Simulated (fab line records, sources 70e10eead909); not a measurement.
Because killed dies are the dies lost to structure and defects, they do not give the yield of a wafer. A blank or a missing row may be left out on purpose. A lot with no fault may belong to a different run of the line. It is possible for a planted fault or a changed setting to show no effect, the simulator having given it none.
fab line records	flow nand-harc
record lots=12	wafers=34	last-day=33
route steps=1302 shown A_STAIRCASE@652 END@1302
lots that met no fault: from a run of the same line without faults
start-h: the number of hours between the record's first day and the start of the first shown wafer of the lot	wait-h: hours elapsed since this lot's preceding step	" unchanged from the row above	L1.1+2: a single row standing in for several wafers	- value missing, or start not given	* or withheld: withheld	< > ~ a bound
route shown NAME@n: names a module that has steps shown in the file, with the first one's number in the route	usual: mean/standard deviation of fault-free wafers	same: alike in all rows	chamber/n: place in a boat	sites: the reading at each site	_std_site: how widely they spread, as a standard deviation	_edge_site: inner sites' mean taken away from outer sites' mean	radius-mm: how far each site lies from the wafer's centre	mask NAME#n: copy n	behind: the most recent tool/chamber to have shaped the wafer	hold: why the lot was held/for how many hours/how that ended	device: which transistor (n, p or np) failed to switch	end of line: the tests these same wafers got at the end of their route	a step without rows: its recipe alone	killed: dies that structure and defects cost at the first sort, which is not the same as the wafer's yield	map: the dies of a wafer, with x for killed, . for not killed, _ for no die there
set.NAME: the setting the step ran with; set.NAME@STEP: the setting that earlier step ran with	model.NAME: the simulator's own value behind a step, which no gauge read
the route's steps for a sample of lots (tables are steps, rows are wafers)
services: a tool's chamber out of use, with start hour (start-h, from the record's first day; less than 0 if before it), hours out, and reason
## steps
# step NHARC_A_STAIRCASE_ETCH_170
# recipe target-depth-a=2000	time-s=66.667	ion-energy-ev=250	c4f6-flow-sccm=25	o2-flow-sccm=20	ar-flow-sccm=500	rf-w=600	bias-w=500	chemistry=C4F6/O2
# usual c4f6-flow-sccm=25.00/0.081	drypump-motor-current-A=5.8/0.32	oes-product-au=0.980/0.014	rf-vpp-V=547/4	run-length-s=87.9/0.42	showerhead-plenum-p-Torr=3.94/0.19	throttle-valve-pct=26.904/0.0092
lot.wafer	tool	chamber	start-h	wait-h	c4f6-flow-sccm	drypump-motor-current-A	oes-product-au	rf-hours-counter-h	rf-vpp-V	run-length-s	showerhead-plenum-p-Torr	throttle-valve-pct
L151.2	rie-diel-06	3	-	-	24.92	5.9	0.986	5	545	87.8	3.81	26.901
L151.4	"	0	"	"	25.02	5.6	0.962	5	544	87.6	3.80	26.911
L151.1	"	1	"	"	25.12	5.7	0.971	1	548	88.1	3.93	26.916
L152.2	rie-diel-06	3	-	-	24.90	5.9	0.975	12	545	87.9	3.81	26.901
L152.6	"	0	"	"	24.94	5.6	0.983	-	544	87.6	3.80	26.902
L152.5	"	3	"	"	25.04	5.9	0.970	-	544	87.0	3.81	26.895
L154.2	rie-diel-12	1	-	-	24.89	5.8	0.951	47	551	88.1	4.05	26.901
L154.3	"	0	"	"	24.94	5.9	0.950	39	552	88.1	4.20	26.899
L154.6	"	1	"	"	25.05	5.8	0.966	-	549	88.4	4.05	26.880
L155.3	rie-diel-06	2	-	-	25.10	5.1	0.974	25	551	87.8	4.17	26.901
L155.1	"	3	"	"	24.90	5.9	0.990	24	544	87.1	3.80	26.887
L155.5	"	0	"	"	25.04	5.6	0.987	-	544	87.3	3.79	26.899
L157.3	rie-diel-06	0	-	-	25.01	5.6	0.978	36	545	87.5	3.78	26.913
L157.1	"	3	"	"	24.99	5.9	0.988	30	542	87.2	3.80	26.898
L157.5	"	0	"	"	25.04	5.6	0.983	-	544	87.4	3.78	26.904
L162.1	rie-diel-12	0	-	-	24.97	5.9	0.978	0	553	88.1	4.19	26.915
L162.2	"	1	"	"	24.95	5.8	0.969	0	549	88.5	4.04	26.918
L162.3	"	2	"	"	24.95	6.3	0.993	0	543	88.1	3.76	26.900
L164.1	rie-diel-01	0	-	-	24.93	5.4	0.969	40	547	88.8	3.94	26.895
L164.2	"	2	"	"	25.12	5.7	0.984	37	540	87.6	3.64	26.906
L164.6	"	3	"	"	25.01	5.8	0.987	-	552	87.0	4.17	26.898
L165.4	rie-diel-01	3	-	-	25.05	5.8	1.004	38	552	87.5	4.17	26.904
L165.5	"	3	"	"	24.90	5.8	1.000	-	551	87.1	4.17	26.908
L165.6	"	0	"	"	24.92	5.4	0.974	-	548	88.0	3.94	26.890
L166.1	rie-diel-01	3	-	-	24.90	5.8	0.981	39	552	87.4	4.17	26.894
L166.6	"	0	"	"	25.10	5.4	0.968	-	548	87.9	3.94	26.898
L170.1	rie-diel-06	0	-	-	24.91	5.6	0.978	12	545	87.9	3.76	26.906
L170.3	"	2	"	"	25.01	5.0	0.983	13	551	87.8	4.15	26.909
L170.2	"	3	"	"	25.01	5.9	0.965	6	544	87.0	3.78	26.896
L169.1	rie-diel-12	2	-	-	25.09	6.2	0.979	28	544	88.2	3.75	26.900
L169.2	"	0	"	"	25.14	5.9	0.966	25	554	88.4	4.17	26.903
L174.2	rie-diel-06	1	-	-	24.97	5.7	0.979	30	547	88.0	3.89	26.918
L174.3	"	2	"	"	25.03	5.0	0.985	29	552	87.7	4.14	26.906
L174.6	"	0	"	"	25.00	5.6	1.000	-	544	87.3	3.75	26.917
# step NHARC_A_STAIRCASE_DESCUM_11
# recipe time-s=3	o2-flow-sccm=200	ar-flow-sccm=0	bias-power-w=0	chemistry=O2
# usual drypump-motor-current-A=5.8/0.32	oes-product-au=1.004/0.012	rf-vpp-V=57.8/0.95	showerhead-plenum-p-Torr=1.91/0.11	throttle-valve-pct=11.312/0.0086
lot.wafer	tool	chamber	start-h	wait-h	drypump-motor-current-A	oes-product-au	rf-hours-counter-h	rf-vpp-V	showerhead-plenum-p-Torr	throttle-valve-pct
L151.4	rie-diel-12	0	339.64	-	5.9	0.983	25	58.5	2.07	11.318
L151.2	"	1	"	"	5.8	0.982	30	58.1	1.99	11.308
L151.1	"	3	"	"	5.8	1.001	27	57.2	1.77	11.316
L152.2	rie-diel-12	0	358.67	-	5.9	0.989	32	59.8	2.07	11.324
L152.5	"	1	"	"	5.8	0.999	-	57.8	1.99	11.318
L152.6	"	2	"	"	6.2	1.002	-	58.9	1.84	11.314
L154.3	rie-diel-01	1	378.64	-	6.4	1.006	53	57.4	1.81	11.306
L154.2	"	0	"	"	5.4	0.990	45	57.2	1.93	11.314
L154.6	"	2	"	"	5.7	1.005	-	59.4	1.78	11.313
L155.1	rie-diel-01	1	390.61	-	6.4	1.001	0	56.6	1.81	11.302
L155.3	"	2	"	"	5.6	1.019	0	58.0	1.78	11.310
L155.5	"	0	"	"	5.4	1.000	-	58.8	1.93	11.310
L157.1	rie-diel-01	1	416.54	-	6.4	1.000	9	57.9	1.80	11.326
L157.3	"	3	"	"	5.8	1.015	11	59.4	2.06	11.325
L157.5	"	1	"	"	6.4	0.998	-	57.4	1.80	11.321
L162.1	rie-diel-12	1	456.36	-	5.7	0.979	0	59.6	1.98	11.314
L162.2	"	3	"	"	5.8	1.017	0	58.5	2.08	11.317
L162.3	"	0	"	"	5.9	0.996	0	58.8	2.06	11.305
L164.2	rie-diel-01	1	502.21	-	6.4	1.011	41	56.5	1.79	11.310
L164.1	"	3	"	"	5.8	1.011	38	58.0	2.05	11.316
L164.6	"	2	"	"	5.7	1.006	-	57.5	1.76	11.324
L165.4	rie-diel-12	1	502.38	-	5.8	0.990	16	58.5	1.97	11.290
L165.6	"	3	"	"	5.8	1.023	-	57.4	2.07	11.307
L165.5	"	0	"	"	5.9	1.002	-	59.2	2.05	11.325
L166.1	rie-diel-12	1	506.55	-	5.7	0.997	18	57.6	1.97	11.318
L166.6	"	1	"	"	5.8	0.979	-	57.1	1.97	11.302
L170.2	rie-diel-12	0	531.12	-	5.9	1.004	26	58.9	2.05	11.319
L170.1	"	1	"	"	5.8	0.985	25	58.3	1.97	11.301
L170.3	"	2	"	"	6.2	1.022	28	58.6	1.82	11.308
L169.1	rie-diel-12	0	531.35	-	5.9	0.986	26	56.9	2.05	11.294
L169.2	"	1	"	"	5.7	0.986	26	57.4	1.97	11.298
L174.2	rie-diel-12	2	573.44	-	6.2	1.001	41	57.4	1.81	11.317
L174.3	"	1	"	"	5.8	0.998	39	58.8	1.96	11.312
L174.6	"	2	"	"	6.2	1.010	-	56.9	1.81	11.292
# step NHARC_A_STAIRCASE_TRIM_14
# recipe time-s=211.2	o2-flow-sccm=500	ar-flow-sccm=0	bias-w=0	chemistry=O2
# usual drypump-motor-current-A=5.8/0.33	oes-product-au=1.002/0.012	rf-vpp-V=57.8/0.85	showerhead-plenum-p-Torr=3.53/0.19	throttle-valve-pct=17.036/0.0093
lot.wafer	tool	chamber	start-h	wait-h	drypump-motor-current-A	oes-product-au	rf-hours-counter-h	rf-vpp-V	showerhead-plenum-p-Torr	throttle-valve-pct
L151.2	rie-diel-12	1	-	-	5.8	0.977	31	59.2	3.66	17.030
L151.4	"	2	"	"	6.2	1.007	32	57.7	3.40	17.040
L151.1	"	0	"	"	5.9	0.984	26	57.8	3.79	17.045
L152.2	rie-diel-12	2	-	-	6.2	1.004	41	56.0	3.39	17.030
L152.5	"	3	"	"	5.8	1.011	-	57.5	3.28	17.036
L152.6	"	0	"	"	5.9	0.994	-	58.4	3.79	17.034
L154.3	rie-diel-01	1	-	-	6.4	1.011	53	57.9	3.35	17.045
L154.2	"	2	"	"	5.7	1.003	42	56.8	3.29	17.045
L154.6	"	1	"	"	6.4	1.003	-	57.6	3.35	17.035
L155.1	rie-diel-01	2	-	-	5.7	1.014	0	57.3	3.29	17.030
L155.3	"	0	"	"	5.4	0.989	0	58.0	3.56	17.039
L155.5	"	3	"	"	5.8	1.014	-	58.1	3.78	17.034
L157.1	rie-diel-01	2	-	-	5.7	1.008	8	57.1	3.29	17.037
L157.3	"	3	"	"	5.8	1.020	11	59.2	3.77	17.036
L157.5	"	0	"	"	5.4	0.999	-	59.1	3.56	17.035
L162.1	rie-diel-12	1	-	-	5.8	0.985	0	57.9	3.64	17.034
L162.2	"	2	"	"	6.2	1.012	0	57.3	3.38	17.045
L162.3	"	3	"	"	5.8	1.017	0	58.8	3.81	17.043
L164.1	rie-diel-01	1	-	-	6.4	0.999	41	56.9	3.32	17.045
L164.2	"	3	"	"	5.8	1.012	38	57.5	3.76	17.049
L164.6	"	0	"	"	5.4	0.992	-	56.9	3.54	17.025
L165.4	rie-diel-12	0	-	-	5.9	1.002	16	56.7	3.76	17.040
L165.5	"	1	"	"	5.8	0.986	-	58.3	3.63	17.036
L165.6	"	2	"	"	6.3	1.027	-	58.4	3.37	17.048
L166.1	rie-diel-12	1	-	-	5.8	0.987	18	57.5	3.63	17.039
L166.6	"	0	"	"	5.9	0.992	-	58.1	3.76	17.012
L170.2	rie-diel-12	2	-	-	6.2	1.018	28	57.8	3.37	17.023
L170.1	"	0	"	"	5.9	0.992	26	57.8	3.76	17.043
L170.3	"	1	"	"	5.8	0.993	26	56.5	3.62	17.037
L169.2	rie-diel-12	0	-	-	5.9	0.990	26	58.8	3.76	17.055
L169.1	"	1	"	"	5.8	0.985	26	58.0	3.62	17.043
L174.2	rie-diel-12	3	-	-	5.8	1.022	35	58.5	3.79	17.046
L174.3	"	1	"	"	5.8	0.989	39	57.4	3.62	17.027
L174.6	"	3	"	"	5.8	1.000	-	59.4	3.79	17.048
# step NHARC_A_STAIRCASE_ETCH_23
# recipe target-depth-a=1000	time-s=40.5	ion-energy-ev=400	c4f8-flow-sccm=20	o2-flow-sccm=10	ar-flow-sccm=withheld	rf-w=600	bias-w=1000	chemistry=C4F8/O2
# usual oes-product-au=0.950/0.015	rf-vpp-V=896/6.7	run-length-s=61.7/0.41
lot.wafer	tool	chamber	start-h	wait-h	oes-product-au	rf-hours-counter-h	rf-vpp-V	run-length-s
L151.1	rie-diel-12	0	341.19	-	0.930	26	906	62.5
L151.4	"	1	"	"	0.935	31	901	62.2
L151.2	"	2	"	"	0.955	32	892	62.0
L152.2	rie-diel-12	2	360.31	-	0.944	42	890	62.1
L152.5	"	0	"	"	0.938	-	905	61.9
L152.6	"	1	"	"	0.922	-	900	62.0
L154.2	rie-diel-01	1	380.43	-	0.940	54	889	62.1
L154.3	"	0	"	"	0.934	46	898	62.0
L154.6	"	1	"	"	0.936	-	890	61.6
L155.1	rie-diel-06	2	392.19	-	0.943	26	905	61.9
L155.3	"	3	"	"	0.930	24	893	61.2
L155.5	"	1	"	"	0.946	-	896	61.8
L157.3	rie-diel-06	3	418.07	-	0.963	31	894	60.9
L157.1	"	2	"	"	0.948	34	907	61.8
L157.5	"	3	"	"	0.955	-	892	61.6
L162.1	rie-diel-06	1	458.07	-	0.963	38	896	62.0
L162.2	"	3	"	"	0.965	45	890	60.9
L162.3	"	0	"	"	0.961	53	891	61.7
L164.1	rie-diel-01	3	503.75	-	0.971	38	903	60.9
L164.2	"	0	"	"	0.961	41	896	61.7
L164.6	"	2	"	"	0.960	-	887	61.7
L165.4	rie-diel-12	2	504.34	-	0.949	18	890	61.9
L165.6	"	1	"	"	0.935	-	899	62.4
L165.5	"	2	"	"	0.944	-	889	62.0
L166.1	rie-diel-06	2	508.35	-	0.957	8	905	61.9
L166.6	"	1	"	"	0.927	-	895	36.5
L170.3	rie-diel-06	2	534.41	-	0.944	16	904	62.1
L170.1	"	3	"	"	0.951	9	892	61.6
L170.2	"	0	"	"	0.970	17	889	36.0
L169.2	rie-diel-06	2	534.61	-	0.959	16	903	36.1
L169.1	"	3	"	"	0.931	9	892	60.9
L174.3	rie-diel-12	0	574.98	-	0.934	39	904	62.0
L174.2	"	2	"	"	0.953	42	891	62.0
L174.6	"	0	"	"	0.932	-	903	61.9
# step NHARC_END_SORT_01
# recipe temp-c=25
# usual killed-at-array=55/20	killed-at-other=1.1/1.2	killed-at-periphery=3.8/2.8	killed-dies=60/19	killed-open=3.4/1.9	killed-short=2.2/1.5
# same gross-dies=677
lot.wafer	tool	chamber	start-h	wait-h	killed-at-array	killed-at-other	killed-at-periphery	killed-dies	killed-open	killed-short
L166.1	prober-02	0	705.32	2.5	79	0	4	83	4	2
L166.6	prober-02	0	709.32	4.0	677	0	0	677	1	2
L170.1	prober-02	0	745.26	2.5	61	0	6	67	6	2
L170.2	prober-02	0	746.05	2.8	671	0	6	677	6	1
L170.3	prober-02	0	746.85	3.1	46	1	3	50	2	2
L169.1	prober-01	0	759.72	2.5	46	2	2	50	3	3
L169.2	prober-01	0	760.52	2.8	674	1	2	677	5	2
# killed by level:class
L166.1 A_SLIT:chamber-film-flake=36 A_CHANNEL_HOLE_D1:chamber-film-flake=32 A_DECK1_JOINT:geometric-particle:open=2 P_GATE:chamber-film-flake=2 A_DECK1_JOINT:chamber-film-flake=2 A_CONTACT:chamber-film-flake=2 P_M0:geometric-particle:open=1 A_CHANNEL_FILL_D1:geometric-particle:short=1
L166.6 A_STAIRCASE:area-etch=596 A_SLIT:chamber-film-flake=36 A_CHANNEL_HOLE_D1:chamber-film-flake=36 A_CONTACT:chamber-film-flake=2 A_CHANNEL_FILL_D1:geometric-particle:short=1 A_CHANNEL_FILL_D1:geometric-particle:open=1 A_ONON_D2:geometric-particle:short=1 A_ZERO_WELL:chamber-film-flake=1
L170.1 A_CHANNEL_HOLE_D1:chamber-film-flake=29 A_SLIT:chamber-film-flake=9 A_STAIRCASE:chamber-film-flake=5 A_CONTACT:chamber-film-flake=4 A_M1:chamber-film-flake=4 A_CHANNEL_FILL_D2:geometric-particle:open=2 A_ZERO_WELL:chamber-film-flake=2 A_WL_FILL:chamber-film-flake=2
L170.2 A_STAIRCASE:area-etch=609 A_CHANNEL_HOLE_D1:chamber-film-flake=37 A_STAIRCASE:chamber-film-flake=7 A_SLIT:chamber-film-flake=7 A_WL_FILL:chamber-film-flake=3 A_CHANNEL_FILL_D1:geometric-particle:open=2 P_STI:chamber-film-flake=2 P_CONTACT:geometric-particle:open=1
L170.3 A_CHANNEL_HOLE_D1:chamber-film-flake=28 A_SLIT:chamber-film-flake=6 A_STAIRCASE:chamber-film-flake=4 P_GATE:chamber-film-flake=2 A_WL_FILL:chamber-film-flake=2 A_ONON_D1:geometric-particle:short=1 A_ONON_D2:geometric-particle:open=1 A_M0:geometric-particle:open=1
L169.1 A_CHANNEL_HOLE_D2:chamber-film-flake=23 A_CHANNEL_HOLE_D1:chamber-film-flake=8 A_SLIT:chamber-film-flake=5 A_CONTACT:chamber-film-flake=4 A_CHANNEL_FILL_D2:geometric-particle:short=2 THIN_TSV:chamber-film-flake=2 P_M0:geometric-particle:open=1 A_ONON_D2:geometric-particle:short=1
L169.2 A_STAIRCASE:area-etch=615 A_CHANNEL_HOLE_D2:chamber-film-flake=26 A_CHANNEL_HOLE_D1:chamber-film-flake=9 A_SLIT:chamber-film-flake=6 A_STAIRCASE:chamber-film-flake=4 A_ZERO_WELL:chamber-film-flake=2 A_CHANNEL_FILL_D2:chamber-film-flake=2 A_WL_FILL:chamber-film-flake=2
## services
tool	chamber	start-h	hours	kind
rie-diel-12	0	326.86	-	clean
rie-diel-12	1	326.86	-	clean
rie-diel-12	2	326.86	-	clean
rie-diel-12	3	326.86	-	clean
rie-diel-12	0	352.32	-	clean
rie-diel-12	1	352.32	-	clean
rie-diel-12	2	352.32	-	clean
rie-diel-12	3	352.32	-	clean
rie-diel-06	1	354.02	13.4	repair
rie-diel-06	3	365.97	9.2	repair
rie-diel-12	0	376.82	-	clean
rie-diel-01	3	377.64	4.2	repair
rie-diel-01	-	381.57	9.0	pm
rie-diel-01	0	401.71	7.1	repair
rie-diel-06	-	441.74	0.7	repair
rie-diel-12	-	445.49	9.0	pm
rie-diel-01	-	451.33	0.6	repair
rie-diel-12	1	466.41	5.9	repair
rie-diel-06	-	484.22	9.0	pm
rie-diel-06	3	496.22	11.6	repair
rie-diel-01	0	510.51	23.1	repair
rie-diel-01	1	511.08	4.7	repair
rie-diel-06	3	554.15	5.6	repair
rie-diel-01	-	558.68	9.0	pm
## key
first-sign step=NHARC_A_STAIRCASE_ETCH_23	reading=run-length-s	direction=down	sigmas=63	usual=*	struck=*
effect step=NHARC_END_SORT_01	reading=killed-dies	direction=up	sigmas=32	usual=60	struck=677
more-kills-born-at NHARC_A_STAIRCASE_ETCH_23@rie-diel-06=1820
met-at NHARC_A_STAIRCASE_ETCH_23
struck-lots L166,L169,L170
struck-wafers L166.6,L169.2,L170.2
later-rows-left-out L166.6,L169.2,L170.2
tester-left-out L166,L169,L170
not-acting-at NHARC_A_STAIRCASE_ETCH_170,NHARC_A_STAIRCASE_DESCUM_11,NHARC_A_STAIRCASE_TRIM_14
onset-between 458.07 508.35
fault kind=process-parameter-drift	tool=rie-diel-06	chamber=-	onset-h=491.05	steps=NHARC_A_STAIRCASE_ETCH_23	channel=time-s	offset=*	shape=step	end-h=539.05	scope=struck-wafers-only	acts-in=*	stated=*
# tester-left-out: of these lots the tester's yield and bins aren't shown, on N5 and GAA mostly nor the transistor test; their killed dies are dies lost to structure and defects alone, not to doping, threshold or leakage, so they don't give the yield
# later-rows-left-out: the simulator's readings of these wafers behind a module that went badly wrong aren't trusted and aren't shown, but for the sort
